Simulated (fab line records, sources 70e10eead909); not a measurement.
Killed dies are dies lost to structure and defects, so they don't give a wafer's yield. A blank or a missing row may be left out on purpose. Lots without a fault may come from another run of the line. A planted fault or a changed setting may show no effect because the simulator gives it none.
A struck lot beside a sound one | flow nand_harc | 14 steps out of a route of 1159
Sound: wafers L868.1, L868.5, L868.6. Struck: wafers L875.3, L875.4, L875.5. The cause comes at the end.
At each step with rows: each side's tool, then ch and its chambers, then its first start. Under that, the readings that differ: sound wafers | struck wafers | difference of the means | sigmas: that difference in standard deviations of wafers without a fault.
alike: readings whose means differ by less than 2 such deviations, and words and numbers that are the same on both sides. not compared: withheld readings, readings that some wafer has no value for, bounds like >300 that may hide the same value, and numbers for which the record gives no deviation and whose values overlap.
The two part at a step that has a row with sigmas, a row that says differs or no value, or rows on one side only. Numbers that don't overlap but have no deviation are shown without sigmas and don't part them. A reading that every wafer of one side lacks parts them only if that side has two wafers or more.

NHARC_P_M1_PRE_CLEAN_30: time 30 s.
  sound on pvd_sputter-03; struck on pvd_sputter-02
  alike: heater_power_w, susceptor_temp_C
NHARC_P_M1_PVD_20: deposits TaN, target thk 5 nm, time 8.06 s.
  sound on pvd_sputter-03; struck on pvd_sputter-02
  reading                | sound          | struck         | difference | sigmas
  throttle_valve_pct (%) | 28.7 30.6 28.7 | 31.0 30.4 31.0 | +1.5       | +2
  alike: chamber_pressure_pa
NHARC_P_M1_PVD_21: deposits Cu, target thk 30 nm, time 20.49 s.
  sound on pvd_sputter-03; struck on pvd_sputter-02
  alike: chamber_pressure_pa, throttle_valve_pct
then, 3 steps without rows for these wafers: NHARC_P_M1_ECD_22 (material Cu, target thk 400 nm); NHARC_P_M1_ANNEAL_31 (time 90 s); NHARC_P_M1_CMP_23 (polishes, t overpolish 20 s, target thk 157.82 nm).
NHARC_P_M1_THK_MEAS_24: measures by xrf.
  sound on film_metro-01, day 6 23:11; struck on film_metro-02, day 7 17:03
  alike: thk_nm
then, 1 step without rows for these wafers: NHARC_P_M1_SRD_25.
NHARC_P_M1_INSPECT_27:
  sound on defect_inspect-01, day 6 23:20; struck on defect_inspect-01, day 7 17:12
  alike: raw_defect_count
NHARC_P_M1_PRE_CLEAN_32: time 12 s.
  sound on pecvd-04 ch 0,2, day 6 23:25; struck on pecvd-04 ch 0,1,2, day 7 17:17
  alike: heater_power_w, susceptor_temp_C
NHARC_P_M1_DEP_33: deposits SiCN, target thk 30 nm.
  sound on pecvd-04 ch 0,2, day 6 23:32; struck on pecvd-04 ch 0,1,2, day 7 17:26
  alike: heater_power_w, susceptor_temp_C
NHARC_P_M2_DEP_00: deposits SiOC, target thk 182.5 nm.
  sound on pecvd-02 ch 0,1, day 7 00:02; struck on pecvd-01 ch 0,1,2, day 7 18:21
then, 1 step without rows for these wafers: NHARC_P_M2_DEHYDRATE_01 (time 120 s).
-- the record jumps here: 13 days lie between the struck wafers' starts before and after (it left off in module P_M2 and takes up again in module END, whose first step shown is number 1159 of the route) --
NHARC_END_SORT_01:
  sound on prober-02 ch 0, day 20 10:56; struck on prober-02 ch 0, day 21 04:07
  reading                  | sound          | struck         | difference | sigmas
  defect_limited_yield (%) | 97.2 96.8 97.0 | 0 0 0          | -97        | -61
  killed_at_periphery      | 5 2 6          | 652 650 664    | +651       | +99 or more
  killed_dies              | 19 22 20       | 677 677 677    | +657       | +60
  sort_bin_2_pct (%)       | 0.7 0.6 0.7    | 97.3 96.3 98.2 | +96.6      | +99 or more
  sort_n_pass              | 658 655 657    | 0 0 0          | -657       | -60
  sort_rim_yield_pct (%)   | 95 98 98       | 0 0 0          | -97        | -29
  sort_yield_pct (%)       | 97.2 96.8 97.0 | 0 0 0          | -97        | -61
  alike: killed_at_array, killed_at_other, killed_open, killed_short, sort_bin_3_pct, sort_bin_4_pct

WHERE THEY PART
First at NHARC_P_M1_PVD_20; last, within this record, at NHARC_END_SORT_01.

WHY: what the simulator had put in
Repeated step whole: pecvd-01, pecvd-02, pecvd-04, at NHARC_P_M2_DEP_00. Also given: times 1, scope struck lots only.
